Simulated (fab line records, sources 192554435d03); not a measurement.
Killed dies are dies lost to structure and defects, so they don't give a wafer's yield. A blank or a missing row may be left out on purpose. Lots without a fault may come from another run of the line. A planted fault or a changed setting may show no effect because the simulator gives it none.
Split-lot experiment | flow n5_finfet | 7 lots, 39 wafers read, on a route of 1938 steps

THE SPLIT
At N5_WELL_APT_EXPOSE_22 (exposes mask PWELL, defocus 0 nm, target cd 200 nm), the setting dose_mj was moved away from the recipe's 23.2 on 15 of the 39 wafers read, by +2.0% to +7.1%. The other wafers ran this setting at the recipe's value.

FROM THE SPLIT TO THE READING: what the file shows between them, 3 steps
- N5_WELL_APT_PEB_23: peb time 90 s
- N5_WELL_APT_DEVELOP_24: develop time 45 s
- N5_WELL_APT_HARDBAKE_29: time 120 s

THE READING
cd_nm, in nm, at N5_WELL_APT_CD_MEAS_25 (target cd 200 nm). Fault-free wafers of this fab line usually give 199.9 nm, standard deviation 2.2 nm.

wafer  | tool, chamber at the split | dose_mj as run | against the recipe | cd_nm, nm | against lot-mates on the recipe
L074.1 | krf_scanner-01, 0          | 24.85          | +7.1%              | 212.2     | +12.9
L074.2 | krf_scanner-01, 0          | 23.2           | recipe             | 199.3     | -
L074.3 | krf_scanner-01, 0          | 23.2           | recipe             | 199.7     | -
L074.4 | krf_scanner-01, 0          | 24.85          | +7.1%              | 215.5     | +16.2
L074.5 | krf_scanner-01, 0          | 24.85          | +7.1%              | 213.3     | +14.0
L074.6 | krf_scanner-01, 0          | 23.2           | recipe             | 198.8     | -
L077.1 | krf_scanner-01, 0          | 23.2           | recipe             | 199.8     | -
L077.2 | krf_scanner-01, 0          | 24.74          | +6.6%              | 212.9     | +13.1
L077.3 | krf_scanner-01, 0          | 23.2           | recipe             | 199.1     | -
L077.4 | krf_scanner-01, 0          | 24.74          | +6.6%              | 211.9     | +12.1
L077.5 | krf_scanner-01, 0          | 23.2           | recipe             | 200.4     | -
L077.6 | krf_scanner-01, 0          | 24.74          | +6.6%              | 211.0     | +11.2
L081.2 | krf_scanner-02, 0          | 23.2           | recipe             | 203.9     | -
L081.3 | krf_scanner-02, 0          | 23.2           | recipe             | 201.7     | -
L081.4 | krf_scanner-02, 0          | 23.2           | recipe             | 204.5     | -
L089.1 | krf_scanner-02, 0          | 23.66          | +2.0%              | 200.5     | +2.1
L089.2 | krf_scanner-02, 0          | 23.2           | recipe             | 197.6     | -
L089.3 | krf_scanner-02, 0          | 23.2           | recipe             | 198.2     | -
L089.4 | krf_scanner-02, 0          | 23.66          | +2.0%              | 201.5     | +3.1
L089.5 | krf_scanner-02, 0          | 23.66          | +2.0%              | 204.2     | +5.8
L089.6 | krf_scanner-02, 0          | 23.2           | recipe             | 199.5     | -
L090.1 | krf_scanner-01, 0          | 23.2           | recipe             | 201.4     | -
L090.2 | krf_scanner-01, 0          | 24.19          | +4.3%              | 210.1     | +8.4
L090.3 | krf_scanner-01, 0          | 23.2           | recipe             | 203.1     | -
L090.4 | krf_scanner-01, 0          | 24.19          | +4.3%              | 207.9     | +6.2
L090.5 | krf_scanner-01, 0          | 23.2           | recipe             | 200.7     | -
L090.6 | krf_scanner-01, 0          | 24.19          | +4.3%              | 208.5     | +6.8
L091.1 | krf_scanner-01, 0          | 23.82          | +2.7%              | 204.5     | +6.5
L091.2 | krf_scanner-01, 0          | 23.82          | +2.7%              | 202.7     | +4.7
L091.3 | krf_scanner-01, 0          | 23.2           | recipe             | 195.8     | -
L091.4 | krf_scanner-01, 0          | 23.2           | recipe             | 198.8     | -
L091.5 | krf_scanner-01, 0          | 23.2           | recipe             | 199.4     | -
L091.6 | krf_scanner-01, 0          | 23.82          | +2.7%              | 203.1     | +5.1
L096.1 | krf_scanner-01, 0          | 23.2           | recipe             | 201.4     | -
L096.2 | krf_scanner-01, 0          | 23.2           | recipe             | 202.1     | -
L096.3 | krf_scanner-01, 0          | 23.2           | recipe             | 201.6     | -
L096.4 | krf_scanner-01, 0          | 23.2           | recipe             | 201.3     | -
L096.5 | krf_scanner-01, 0          | 23.2           | recipe             | 203.0     | -
L096.6 | krf_scanner-01, 0          | 23.2           | recipe             | 203.5     | -

THE FIT
A straight line over all 39 wafers: cd_nm changes by +1.77 nm for each +1% of dose_mj; r = +0.92; the points scatter about the line by 2 nm.
The same after taking each lot's own level away (the mean of its wafers on the recipe; 39 wafers): +1.9 nm for each +1%; r = +0.98; scatter 1.1 nm.
On that fit, the largest move of dose_mj shifts the reading by 14 nm.
The lots' own levels span 198.00 to 203.37 nm, that is 2.4 times the standard deviation above.
So the lot-to-lot level changes the slope little: the two slopes agree.
Check: with one of the wafers moved furthest among these (+7.1%) left out of the fit, the line predicts +13.6 nm for it against its lot-mates. It came out at +12.9 nm against them.

THE WHOLE CHAIN: every reading that the file lists as answering this split, in the file's order
step                   | what it does             | reading                                                         | change (the file's fit)             | r (the file's)
N5_WELL_APT_CD_MEAS_25 | target cd 200 nm         | cd_nm                                                           | +1.9 nm for each +1% of the setting | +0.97
N5_WELL_APT_DESCUM_30  | chemistry O2, time 7.9 s | WELL_APT.cd_nm (the simulator's own value, which no gauge read) | +1.9 nm for each +1% of the setting | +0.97

THE FILE'S OWN FIT
cd_nm changes by +1.9 nm for each +1% of dose_mj, r = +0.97.
